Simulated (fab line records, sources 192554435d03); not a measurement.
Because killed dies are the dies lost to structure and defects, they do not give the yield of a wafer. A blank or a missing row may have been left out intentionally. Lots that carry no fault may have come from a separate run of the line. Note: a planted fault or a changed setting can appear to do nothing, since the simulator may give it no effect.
fab line records	flow n5_finfet
record: lots: 5	wafers: 13	last_day: 17
route steps=1938 shown BEOL_M4@1099 BEOL_M5@1112 BEOL_M11@1536 PASSIVATION@1936
lots that met no fault: from a run of the same line without faults
start_h: hours from the record's first day to the start of the lot's first wafer shown	wait_h: hours elapsed since this lot's preceding step	" identical to the entry in the row above	L1.1+2: several wafers, shown together as one row	- no value, or no start given	* or withheld: withheld	< > ~ a bound
route shown NAME@n: a module of which the file shows steps, and the number in the route of the first	usual: average and standard deviation across the fault-free wafers	same: alike in all rows	chamber/n: place in a boat	sites: readings site by site	_std_site: their standard deviation	_edge_site: the outer-site mean with the inner-site mean subtracted	radius_mm: how far each site lies from the wafer's centre	mask NAME#n: copy n	behind: tool/chamber where the wafer was last shaped	hold: cause of the lot's hold/its duration in hours/its outcome	device: the n, p or np transistor that did not switch	end of line: the route-end tests of the same wafers	a step given without rows: its recipe and nothing more	killed: not the wafer's yield, but the dies lost to structure and defects at the first sort	map: per-die view of a wafer (x killed, . not killed, _ where there is no die)
set.NAME: the setting the step ran with; set.NAME@STEP: the setting that earlier step ran with	model.NAME: the simulator's own value behind a step, which no gauge read
certain route steps with their lots: each step a table, each wafer a row
services: from which hour (start_h, from the record's first day; less than 0 if before it) a tool's chamber was out of use, for how many hours, and why
== steps ==
step: N5_BEOL_M4_ANNEAL_95
recipe: temp_c: 400	time_s: 240	ambient: vacuum
step: N5_BEOL_M4_SPUTTER_96
recipe: material: Cu	target_thk_a: 45	temp_c: -20	chamber_pressure_pa: 0.07	power_w: withheld	time_s: 8.29
step: N5_BEOL_M4_ECD_50
recipe: material: Cu	target_thk_a: 3000
step: N5_BEOL_M4_ANNEAL_51
recipe: temp_c: 225	time_s: 90	ambient: N2
step: N5_BEOL_M4_CMP_52
recipe: stop_on: SiOC	t_overpolish_s: 6.8	down_force_psi: 1	platen_rpm: 50	clearing_platen_down_force_psi: 1.5	clearing_platen_rpm: 50	post_cmp_clean: cu_alkaline	target_thk_nm: 40	clearing_platen_pad_velocity_m_s: 0.99484	pad_velocity_m_s: 0.99484
step: N5_BEOL_M4_PRE_CLEAN_60
recipe: gas: NH3/H2	time_s: 15	temp_c: *	rf_power_w: 300
step: N5_BEOL_M4_CO_CAP_55
recipe: material: Co	target_thk_a: 20	temp_c: 200	precursor: CCTBA/H2	pressure_torr: 30	time_s: 102.1
step: N5_BEOL_M4_PRE_CLEAN_56
recipe: gas: NH3	time_s: 15	temp_c: withheld	rf_power_w: 300
step: N5_BEOL_M4_DEP_57
recipe: material: SiCN	target_thk_a: 80	temp_c: withheld	precursor: 3MS/NH3	pressure_torr: 3	rf_w: 202	time_s: 14
step: N5_BEOL_M4_RC_MEAS_101
usual: DIBL_N: 36.3/1.4	DIBL_P: 36.2/1.5	IOFF_N: 0.160/0.021	IOFF_P: 0.211/0.027	ION_N: 676/7.7	ION_P: 463/5.5	SS_N: 71.4/0.57	SS_P: 73.3/0.58	VT_N: 249.3/2.5	VT_P: -250.1/2.6
lot.wafer	tool	chamber	start_h	wait_h	DIBL_N[mV/V]	DIBL_P[mV/V]	IOFF_N[nA/um]	IOFF_P[nA/um]	ION_N[uA/um]	ION_P[uA/um]	SS_N[mV/dec]	SS_P[mV/dec]	VT_N[mV]	VT_P[mV]
L258.2	prober-02	0	189.22	0.2	36.8	37.2	0.173	0.187	680	459	71.1	72.8	248.1	-253.8
L258.4	"	0	"	"	35.2	35.6	0.150	0.176	671	457	70.5	72.5	248.2	-253.0
L263.2	prober-02	0	222.65	0.2	35.9	37.5	0.178	0.216	682	462	72.0	73.2	248.8	-251.3
L263.4	"	0	"	"	34.5	35.7	0.148	0.189	685	462	71.3	72.8	249.6	-249.6
L265.1	prober-01	0	238.36	0.0	34.4	35.3	0.138	0.196	680	465	71.0	73.5	252.4	-250.9
L265.2	"	0	"	"	34.2	34.8	0.128	0.197	661	463	71.1	73.6	253.6	-248.9
L265.4	"	0	"	"	37.1	38.3	0.168	0.245	675	472	72.1	73.8	248.2	-247.1
L271.4	prober-02	0	266.12	0.5	35.7	34.3	0.151	0.187	678	461	71.4	73.4	248.5	-252.5
L271.5	"	0	"	"	36.9	36.2	0.186	0.221	687	465	71.2	73.2	245.8	-249.5
L271.6	"	0	"	"	35.0	33.3	0.149	0.179	677	460	70.6	72.4	249.8	-250.6
L274.2	prober-02	0	297.07	0.2	36.4	37.7	0.155	0.221	668	462	71.0	73.7	248.5	-249.1
L274.5	"	0	"	"	34.5	35.2	0.124	0.180	679	466	70.7	72.7	250.1	-251.3
L274.6	"	0	"	"	34.5	36.1	0.126	0.186	667	460	71.2	73.0	251.4	-252.6
step: N5_BEOL_M5_ILD_DEP_00
recipe: material: SiCOH_lowk	target_thk_a: 1406.4	temp_c: 300	precursor: DEMS/porogen	pressure_torr: 5	rf_w: 500	time_s: 25.9
step: N5_BEOL_M5_CURE_79
recipe: temp_c: 385	time_s: 240	ambient: He/Ar	material: SiCOH_lowk
step: N5_BEOL_M5_PECVD_70
recipe: material: SiO2	target_thk_a: 160	temp_c: 400	precursor: TEOS/O2	pressure_torr: 5.5	rf_w: 450	teos_flow_sccm: 53.8	gas: O2	flow_sccm: 3000	time_s: 18
step: N5_BEOL_M5_HM_DEP_02
recipe: material: TiN	target_thk_a: 200	temp_c: 25	chamber_pressure_pa: 0.49996
step: N5_BEOL_M5_COAT_59
recipe: resist: SOC	temp_c: 250	time_s: 60	spin_rpm: 1500	resist_thk_nm: 60
step: N5_BEOL_M5_COAT_60
recipe: resist: SiARC	temp_c: 220	time_s: 60	spin_rpm: 1500	resist_thk_nm: 12
step: N5_BEOL_M5_COAT_71
recipe: resist: underlayer	temp_c: 205	time_s: 60	spin_rpm: 1500	resist_thk_nm: 5
step: N5_BEOL_M5_COAT_05
recipe: resist: CAR-EUV	spin_rpm: 1500	resist_thk_nm: 30
step: N5_BEOL_M5_EBR_07
recipe: solvent: PGMEA	ebr_width_mm: 1.5
step: N5_BEOL_M5_SOFTBAKE_06
recipe: temp_c: 110	time_s: 60	resist: CAR-EUV
step: N5_BEOL_M5_EXPOSE_08
recipe: mask_id: M5	na: 0.33	source_shape: annular	sigma_inner: 0.4	sigma_outer: 0.8	polarization: unpolarized	target_cd_nm: 28	dose_mj: 35.75
step: N5_BEOL_M5_PEB_09
recipe: peb_temp_c: 100	peb_time_s: 60	resist: CAR-EUV
step: N5_BEOL_M5_DEVELOP_10
recipe: develop_time_s: 30	developer: TMAH	resist: CAR-EUV	rinse_liquid: surfactant_rinse	dry: air_spin	dev_temp_c: 23
step: N5_BEOL_M5_DESCUM_16
recipe: chemistry: O2	time_s: 7	source_power_w: 50	bias_power_w: 20	pressure_mtorr: 20	rf_frequency_hz: 2.712e+07	temp_c: 40	resist: CAR-EUV	o2_flow_sccm: 225
step: N5_BEOL_M5_ETCH_72
recipe: chemistry: N2/H2	target: underlayer	target_depth_a: 65	mask_material: CAR-EUV	time_s: 5.2	ion_energy_ev: 200	pressure_mtorr: 30	source_w: 840	bias_w: 150	n2_flow_sccm: 200	h2_flow_sccm: 200	ends: cleared
step: N5_BEOL_M5_ETCH_61
recipe: chemistry: CF4	target: SiARC	target_depth_a: 156	mask_material: CAR-EUV	time_s: 26	ion_energy_ev: 80	pressure_mtorr: 40	source_w: 545	bias_w: 36	Ar_flow_sccm: 100	cf4_flow_sccm: 100	ends: cleared
step: N5_BEOL_M5_ETCH_62
recipe: chemistry: N2/H2	target: SOC	target_depth_a: 750	overetch_a: 150	mask_material: SiARC	temp_c: 40	time_s: 112.5	ion_energy_ev: 200	pressure_mtorr: 30	source_w: 840	bias_w: 150	n2_flow_sccm: 200	h2_flow_sccm: 200
step: N5_BEOL_M5_STRIP_63
recipe: chemistry: N2/H2	temp_c: 40	n2_flow_sccm: 200	h2_flow_sccm: 200	rf_frequency_hz: 6e+07
step: N5_BEOL_M5_STRIP_73
recipe: chemistry: N2/H2	temp_c: 40	n2_flow_sccm: 200	h2_flow_sccm: 200	rf_frequency_hz: 6e+07
step: N5_BEOL_M5_STRIP_64
recipe: chemistry: CF4	resist: SiARC	power_w: 300	bias_power_w: 75	pressure_mtorr: 50	cf4_flow_sccm: 150	rf_frequency_hz: 6e+07
step: N5_BEOL_M5_HM_OPEN_17
recipe: chemistry: Cl2/BCl3	target_depth_a: 200	overetch_a: 60	target: TiN	mask_material: SOC	ion_energy_ev: 150	pressure_mtorr: 10	icp_w: 1000	bias_w: 126	Cl2_flow_sccm: 53.25	bcl3_flow_sccm: 21.75	Ar_flow_sccm: 25
step: N5_BEOL_M5_STRIP_19
recipe: chemistry: O2	power_w: 400	temp_c: 40	pressure_mtorr: 30	rf_frequency_hz: 6e+07	bias_power_w: 0	overash_fraction: 0.2	o2_flow_sccm: 225
step: N5_BEOL_M5_COAT_65
recipe: resist: SOC	temp_c: 250	time_s: 60	spin_rpm: 1500	resist_thk_nm: 60
step: N5_BEOL_M5_COAT_66
recipe: resist: SiARC	temp_c: 220	time_s: 60	spin_rpm: 1500	resist_thk_nm: 12
step: N5_BEOL_M11_ILD_DEP_00
recipe: material: SiCOH_lowk	target_thk_a: 3085.1	temp_c: 300	precursor: DEMS/porogen	pressure_torr: 5	rf_w: 500	time_s: 58
usual: heater_power_w: 308/53	run_length_s: 100.9/0.74	showerhead_plenum_p_Torr: 5.741/0.016	throttle_valve_pct: 13.8/0.88
lot.wafer	tool	chamber	start_h	wait_h	heater_power_w	run_length_s	showerhead_plenum_p_Torr	throttle_valve_pct	model.SiCOH_lowk_of_BEOL_M11_ILD_DEP_00.thk_nm
L258.2	pecvd-04	1	245.01	0.0	301	121.1	5.728	12.7	407.8
L258.4	"	2	"	"	280	120.8	5.742	13.1	411.8
L263.2	pecvd-04	0	277.99	0.0	324	121.3	5.755	13.7	408.2
L263.4	"	1	"	"	374	120.5	5.757	12.3	412.2
L265.1	pecvd-04	1	289.76	0.0	355	101.1	5.754	12.8	301
L265.2	"	0	"	"	317	121.2	5.752	13.6	405
L265.4	"	1	"	"	361	120.7	5.739	12.5	416
L271.4	pecvd-02	1	321.83	0.1	291	100.6	5.738	14.7	313
L271.5	"	2	"	"	216	100.6	5.760	12.9	312.8
L271.6	"	0	"	"	379	100.3	5.710	15.4	311.2
L274.2	pecvd-04	1	353.64	0.0	322	101.6	5.750	12.8	308.8
L274.5	"	0	"	"	311	102.1	5.766	13.5	310.8
L274.6	"	1	"	"	330	101.7	5.751	12.9	317.6
step: N5_BEOL_M11_THK_MEAS_01
recipe: reads: SiCOH_lowk_of_BEOL_M11_ILD_DEP_00
usual: M11_ILD_THK: 268/3.4
lot.wafer	tool	chamber	start_h	wait_h	M11_ILD_THK[nm]
L258.2	film_metro-01	-	245.60	0.4	356
L258.4	"	-	"	"	360
L263.2	film_metro-01	-	279.71	0.7	357
L263.4	"	-	"	"	360
L265.1	film_metro-01	-	290.35	0.4	262
L265.2	"	-	"	"	354
L265.4	"	-	"	"	364
L271.4	film_metro-02	-	322.39	0.2	272
L271.5	"	-	"	"	272
L271.6	"	-	"	"	270
L274.2	film_metro-02	-	354.23	0.4	269
L274.5	"	-	"	"	270
L274.6	"	-	"	"	276
step: N5_BEOL_M11_CMP_52
recipe: stop_on: SiCOH_lowk	t_overpolish_s: 7	down_force_psi: 1	platen_rpm: 50	clearing_platen_down_force_psi: 1.5	clearing_platen_rpm: 50	post_cmp_clean: cu_alkaline	target_thk_nm: 140	clearing_platen_pad_velocity_m_s: 0.99484	pad_velocity_m_s: 0.99484
usual: motor_current_A: 6.4/0.59
lot.wafer	tool	chamber	start_h	wait_h	motor_current_A	model.SiCOH_lowk_of_BEOL_M11_ILD_DEP_00.thk_nm
L258.4	cmp-02	3	253.16	0.2	5.4	356.8
L258.2	"	0	"	"	5.2	353.2
L263.4	cmp-02	0	285.62	0.1	5.1	357
L263.2	"	3	"	"	5.4	353.6
L265.2	cmp-03	1	297.41	0.2	6.7	350.8
L265.4	"	3	"	"	6.5	360.6
L265.1	"	0	"	"	6.4	258.4
L271.4	cmp-04	0	330.83	0.2	5.7	269
L271.6	"	1	"	"	7.0	267.4
L271.5	"	2	"	"	6.8	268.8
L274.2	cmp-04	2	359.66	0.2	7.1	265.2
L274.6	"	1	"	"	7.2	273.2
L274.5	"	2	"	"	7.0	267
step: N5_PASSIVATION_PROBE_49
usual: defect_limited_yield: 91.3/1.4	killed_at_M0_to_M3: 34/10	killed_at_M4_up: 13/4.8	killed_at_contacts: 12/6.1	killed_at_front_end: 40/11	killed_at_other: 3.7/2.8	killed_dies: 103/16	killed_on_rim: 13/3.6	killed_open: 67/12	killed_short: 34/7.4	sort_bin_5_function: 5.1/0.95	sort_bin_6_memory: 3.2/0.62	sort_n_pass: 1077/16	sort_yield_pct: 91.3/1.4
same: gross_dies: 1180	killed_at_back_side: 0	sort_bin_4_leakage[%]: 0	sort_bin_8_speed[%]: 0
lot.wafer	tool	chamber	start_h	wait_h	defect_limited_yield[%]	killed_at_M0_to_M3	killed_at_M4_up	killed_at_contacts	killed_at_front_end	killed_at_other	killed_dies	killed_on_rim	killed_open	killed_short	sort_bin_5_function[%]	sort_bin_6_memory[%]	sort_n_pass	sort_yield_pct[%]
L258.2	prober-01	-	289.46	0.1	0	29	1107	11	32	1	1180	152	53	29	97.5	2.2	0	0
L258.4	prober-01	-	289.56	0.2	0	24	1113	15	27	1	1180	152	56	24	96.6	3.1	0	0
L263.2	prober-01	-	323.49	0.1	0	28	1103	13	30	6	1180	152	66	27	96.3	3.3	0	0
L263.4	prober-01	-	323.59	0.2	0	29	1091	2	52	6	1180	152	73	25	96.7	3.1	0	0
L265.1	prober-02	-	337.26	0.0	92.3	32	12	7	34	6	91	9	58	32	4.3	3.2	1089	92.3
L265.2	prober-02	-	337.31	0.1	0	29	1087	5	53	6	1180	152	73	37	96.4	3.1	0	0
L265.4	prober-02	-	337.41	0.2	0	35	1090	10	44	1	1180	152	60	37	96.9	2.4	0	0
L271.4	prober-01	-	371.91	0.2	92.0	42	11	9	32	0	94	10	63	30	4.6	3.3	1086	92.0
L271.5	prober-01	-	371.96	0.2	90.5	33	11	12	55	1	112	14	71	39	6.6	2.3	1068	90.5
L271.6	prober-01	-	372.01	0.3	91.9	33	9	11	40	2	95	11	59	36	4.9	2.8	1085	91.9
L274.2	prober-01	-	401.49	0.6	90.8	56	11	2	39	1	109	12	68	40	5.4	3.4	1071	90.8
L274.5	prober-01	-	401.64	0.7	91.6	56	16	1	24	2	99	9	64	33	4.9	3.3	1081	91.6
L274.6	prober-01	-	401.69	0.8	91.4	48	20	4	28	1	101	12	62	34	5.7	2.7	1079	91.4
killed by level:class
L258.2 BEOL_M11:area_etch=1098 FIN_SAQP:geometric_particle:open=10 BEOL_M0_SAQP:geometric_particle:open=9 STI_FIN_REVEAL:geometric_particle:open=7 FIN_SAQP:geometric_particle:short=6 MOL_CONTACT_COAG:geometric_particle:open=6 BEOL_M1:geometric_particle:open=6 MOL_CONTACT_COAG:geometric_particle:short=5
L258.4 BEOL_M11:area_etch=1100 MOL_CONTACT_COAG:geometric_particle:open=12 FIN_SAQP:geometric_particle:open=8 BEOL_M1:geometric_particle:open=7 BEOL_M4:geometric_particle:open=5 BEOL_M3:geometric_particle:short=4 STI_FIN_REVEAL:geometric_particle:open=3 MOL_CONTACT_COAG:geometric_particle:short=3
L263.2 BEOL_M11:area_etch=1087 BEOL_M2:geometric_particle:open=11 MOL_CONTACT_COAG:geometric_particle:open=10 STI_FIN_REVEAL:geometric_particle:open=9 FIN_SAQP:geometric_particle:open=7 BEOL_M0_SAQP:geometric_particle:short=6 BEOL_M0_SAQP:geometric_particle:open=5 GATE_CUT:geometric_particle:short=4
L263.4 BEOL_M11:area_etch=1082 FIN_SAQP:geometric_particle:open=18 BEOL_M2:geometric_particle:open=11 DUMMY_GATE:geometric_particle:open=8 STI_FIN_REVEAL:geometric_particle:open=6 BEOL_M3:geometric_particle:open=6 BEOL_M2:geometric_particle:short=5 STI_FIN_REVEAL:geometric_particle:short=5
L265.1 BEOL_M2:geometric_particle:open=9 STI_FIN_REVEAL:geometric_particle:open=8 FIN_SAQP:geometric_particle:short=6 MOL_CONTACT_COAG:geometric_particle:open=6 FIN_SAQP:geometric_particle:open=5 BEOL_M5:geometric_particle:open=5 DUMMY_GATE:geometric_particle:open=4 BEOL_M3:geometric_particle:short=4
L265.2 BEOL_M11:area_etch=1070 FIN_SAQP:geometric_particle:open=16 FIN_SAQP:geometric_particle:short=12 BEOL_M4:geometric_particle:open=10 BEOL_M0_SAQP:geometric_particle:short=7 BEOL_M2:geometric_particle:open=6 STI_FIN_REVEAL:geometric_particle:open=5 DUMMY_GATE:geometric_particle:open=5
L265.4 BEOL_M11:area_etch=1080 FIN_SAQP:geometric_particle:short=17 BEOL_M2:geometric_particle:open=13 FIN_SAQP:geometric_particle:open=11 MOL_CONTACT_COAG:geometric_particle:open=9 BEOL_M0_SAQP:geometric_particle:open=5 BEOL_M1:geometric_particle:open=5 BEOL_M4:geometric_particle:open=5
L271.4 BEOL_M2:geometric_particle:open=10 BEOL_M0_SAQP:geometric_particle:short=9 MOL_CONTACT_COAG:geometric_particle:open=7 FIN_SAQP:geometric_particle:open=6 BEOL_M0_SAQP:geometric_particle:open=6 BEOL_M0:geometric_particle:open=5 STI_FIN_REVEAL:geometric_particle:open=4 BEOL_M1:geometric_particle:open=4
L271.5 FIN_SAQP:geometric_particle:short=11 STI_FIN_REVEAL:geometric_particle:open=11 MOL_CONTACT_COAG:geometric_particle:open=10 BEOL_M0:geometric_particle:open=9 BEOL_M2:geometric_particle:open=7 FIN_SAQP:geometric_particle:open=6 BEOL_M4:geometric_particle:open=6 STI_FIN_REVEAL:geometric_particle:short=5
L271.6 BEOL_M0_SAQP:geometric_particle:open=10 BEOL_M0_SAQP:geometric_particle:short=9 STI_FIN_REVEAL:geometric_particle:open=8 GATE_CUT:geometric_particle:short=7 MOL_CONTACT_COAG:geometric_particle:open=6 STARTING-WAFER:geometric_particle:open=6 DUMMY_GATE:geometric_particle:open=5 MOL_CONTACT_COAG:geometric_particle:short=5
L274.2 BEOL_M2:geometric_particle:open=14 BEOL_M1:geometric_particle:short=11 BEOL_M0_SAQP:geometric_particle:short=10 BEOL_M3:geometric_particle:open=10 FIN_SAQP:geometric_particle:open=9 GATE_CUT:geometric_particle:short=6 BEOL_M4:geometric_particle:open=6 STI_FIN_REVEAL:geometric_particle:open=5
L274.5 BEOL_M1:geometric_particle:open=11 BEOL_M2:geometric_particle:open=10 BEOL_M0_SAQP:geometric_particle:open=9 BEOL_M3:geometric_particle:open=9 FIN_SAQP:geometric_particle:short=7 BEOL_M1:geometric_particle:short=6 BEOL_M3:geometric_particle:short=5 FIN_SAQP:geometric_particle:open=4
L274.6 BEOL_M3:geometric_particle:open=12 BEOL_M0_SAQP:geometric_particle:open=11 BEOL_M4:geometric_particle:open=9 BEOL_M2:geometric_particle:open=7 FIN_SAQP:geometric_particle:short=6 FIN_SAQP:geometric_particle:open=6 BEOL_M0_SAQP:geometric_particle:short=6 BEOL_M3:geometric_particle:short=5
map L258.2 (x killed, . not)
_________________xxxxxxxxxxxx________________
______________xxxxxxxxxxxxxxxxxx_____________
___________xxxxxxxxxxxxxxxxxxxxxxxx__________
__________xxxxxxxxxxxxxxxxxxxxxxxxxx_________
________xxxxxxxxxxxxxxxxxxxxxxxxxxxxxx_______
_______xxxxxxxxxxxxxxxxxxxxxxxxxxxxxxxx______
______xxxxxxxxxxxxxxxxxxxxxxxxxxxxxxxxxx_____
_____xxxxxxxxxxxxxxxxxxxxxxxxxxxxxxxxxxxx____
____xxxxxxxxxxxxxxxxxxxxxxxxxxxxxxxxxxxxxx___
___xxxxxxxxxxxxxxxxxxxxxxxxxxxxxxxxxxxxxxxx__
___xxxxxxxxxxxxxxxxxxxxxxxxxxxxxxxxxxxxxxxx__
__xxxxxxxxxxxxxxxxxxxxxxxxxxxxxxxxxxxxxxxxxx_
__xxxxxxxxxxxxxxxxxxxxxxxxxxxxxxxxxxxxxxxxxx_
_xxxxxxxxxxxxxxxxxxxxxxxxxxxxxxxxxxxxxxxxxxxx
_xxxxxxxxxxxxxxxxxxxxxxxxxxxxxxxxxxxxxxxxxxxx
_xxxxxxxxxxxxxxxxxxxxxxxxxxxxxxxxxxxxxxxxxxxx
_xxxxxxxxxxxxxxxxxxxxxxxxxxxxxxxxxxxxxxxxxxxx
_xxxxxxxxxxxxxxxxxxxxxxxxxxxxxxxxxxxxxxxxxxxx
_xxxxxxxxxxxxxxxxxxxxxxxxxxxxxxxxxxxxxxxxxxxx
_xxxxxxxxxxxxxxxxxxxxxxxxxxxxxxxxxxxxxxxxxxxx
_xxxxxxxxxxxxxxxxxxxxxxxxxxxxxxxxxxxxxxxxxxxx
__xxxxxxxxxxxxxxxxxxxxxxxxxxxxxxxxxxxxxxxxxx_
__xxxxxxxxxxxxxxxxxxxxxxxxxxxxxxxxxxxxxxxxxx_
___xxxxxxxxxxxxxxxxxxxxxxxxxxxxxxxxxxxxxxxx__
___xxxxxxxxxxxxxxxxxxxxxxxxxxxxxxxxxxxxxxxx__
____xxxxxxxxxxxxxxxxxxxxxxxxxxxxxxxxxxxxxx___
_____xxxxxxxxxxxxxxxxxxxxxxxxxxxxxxxxxxxx____
______xxxxxxxxxxxxxxxxxxxxxxxxxxxxxxxxxx_____
_______xxxxxxxxxxxxxxxxxxxxxxxxxxxxxxxx______
________xxxxxxxxxxxxxxxxxxxxxxxxxxxxxx_______
__________xxxxxxxxxxxxxxxxxxxxxxxxxx_________
___________xxxxxxxxxxxxxxxxxxxxxxxx__________
______________xxxxxxxxxxxxxxxxxx_____________
_________________xxxxxxxxxxxx________________
map L263.2 (x killed, . not)
_________________xxxxxxxxxxxx________________
______________xxxxxxxxxxxxxxxxxx_____________
___________xxxxxxxxxxxxxxxxxxxxxxxx__________
__________xxxxxxxxxxxxxxxxxxxxxxxxxx_________
________xxxxxxxxxxxxxxxxxxxxxxxxxxxxxx_______
_______xxxxxxxxxxxxxxxxxxxxxxxxxxxxxxxx______
______xxxxxxxxxxxxxxxxxxxxxxxxxxxxxxxxxx_____
_____xxxxxxxxxxxxxxxxxxxxxxxxxxxxxxxxxxxx____
____xxxxxxxxxxxxxxxxxxxxxxxxxxxxxxxxxxxxxx___
___xxxxxxxxxxxxxxxxxxxxxxxxxxxxxxxxxxxxxxxx__
___xxxxxxxxxxxxxxxxxxxxxxxxxxxxxxxxxxxxxxxx__
__xxxxxxxxxxxxxxxxxxxxxxxxxxxxxxxxxxxxxxxxxx_
__xxxxxxxxxxxxxxxxxxxxxxxxxxxxxxxxxxxxxxxxxx_
_xxxxxxxxxxxxxxxxxxxxxxxxxxxxxxxxxxxxxxxxxxxx
_xxxxxxxxxxxxxxxxxxxxxxxxxxxxxxxxxxxxxxxxxxxx
_xxxxxxxxxxxxxxxxxxxxxxxxxxxxxxxxxxxxxxxxxxxx
_xxxxxxxxxxxxxxxxxxxxxxxxxxxxxxxxxxxxxxxxxxxx
_xxxxxxxxxxxxxxxxxxxxxxxxxxxxxxxxxxxxxxxxxxxx
_xxxxxxxxxxxxxxxxxxxxxxxxxxxxxxxxxxxxxxxxxxxx
_xxxxxxxxxxxxxxxxxxxxxxxxxxxxxxxxxxxxxxxxxxxx
_xxxxxxxxxxxxxxxxxxxxxxxxxxxxxxxxxxxxxxxxxxxx
__xxxxxxxxxxxxxxxxxxxxxxxxxxxxxxxxxxxxxxxxxx_
__xxxxxxxxxxxxxxxxxxxxxxxxxxxxxxxxxxxxxxxxxx_
___xxxxxxxxxxxxxxxxxxxxxxxxxxxxxxxxxxxxxxxx__
___xxxxxxxxxxxxxxxxxxxxxxxxxxxxxxxxxxxxxxxx__
____xxxxxxxxxxxxxxxxxxxxxxxxxxxxxxxxxxxxxx___
_____xxxxxxxxxxxxxxxxxxxxxxxxxxxxxxxxxxxx____
______xxxxxxxxxxxxxxxxxxxxxxxxxxxxxxxxxx_____
_______xxxxxxxxxxxxxxxxxxxxxxxxxxxxxxxx______
________xxxxxxxxxxxxxxxxxxxxxxxxxxxxxx_______
__________xxxxxxxxxxxxxxxxxxxxxxxxxx_________
___________xxxxxxxxxxxxxxxxxxxxxxxx__________
______________xxxxxxxxxxxxxxxxxx_____________
_________________xxxxxxxxxxxx________________
== services ==
tool	chamber	start_h	hours	kind
cmp-03	-	223.26	2.5	repair
cmp-02	-	230.48	1.0	repair
cmp-02	-	264.59	5.4	pm
pecvd-02	2	273.24	6.8	repair
cmp-03	-	281.72	1.9	repair
cmp-03	-	285.20	0.5	repair
cmp-04	-	295.51	4.1	repair
cmp-02	-	296.11	2.5	repair
cmp-04	-	309.66	4.0	pm
cmp-04	-	313.66	-	consumable_replace:conditioner
cmp-04	-	313.66	-	consumable_replace:pad
cmp-02	-	316.20	11.3	repair
cmp-02	-	354.08	0.9	repair
== key ==
first_sign: step: N5_BEOL_M11_ILD_DEP_00	reading: run_length_s	direction: up	sigmas: 27	usual: *	struck: *
effect: step: N5_BEOL_M11_THK_MEAS_01	reading: M11_ILD_THK	direction: up	sigmas: 27	usual: 268	struck: 358
effect: step: N5_PASSIVATION_PROBE_49	reading: killed_at_M4_up	direction: up	sigmas: 99+	usual: 13	struck: 1098
model_effect: step: N5_BEOL_M11_ILD_DEP_00	value: SiCOH_lowk_of_BEOL_M11_ILD_DEP_00.thk_nm	without: 307.5	struck: 410.2
model_effect: step: N5_BEOL_M11_CMP_52	value: SiCOH_lowk_of_BEOL_M11_ILD_DEP_00.thk_nm	without: 264.1	struck: 355.3
more_kills_born_at: N5_BEOL_M11_ETCH_41@rie_diel-02: 4319	N5_BEOL_M11_ETCH_41@rie_diel-01: 2198
met_at N5_BEOL_M11_ILD_DEP_00
struck_wafers L258.2,L258.4,L263.2,L263.4,L265.2,L265.4
later_rows_left_out L258.2,L258.4,L263.2,L263.4,L265.2,L265.4
fault: kind: process_parameter_drift	tool: pecvd-04	chamber: -	onset_h: 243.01	steps: N5_BEOL_M11_ILD_DEP_00	channel: time_s	offset: *	shape: step	end_h: 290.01	scope: struck_wafers_only	acts_in: *	stated: *
later_rows_left_out: the simulator's readings of these wafers behind a module that went badly wrong aren't trusted and aren't shown, but for the sort
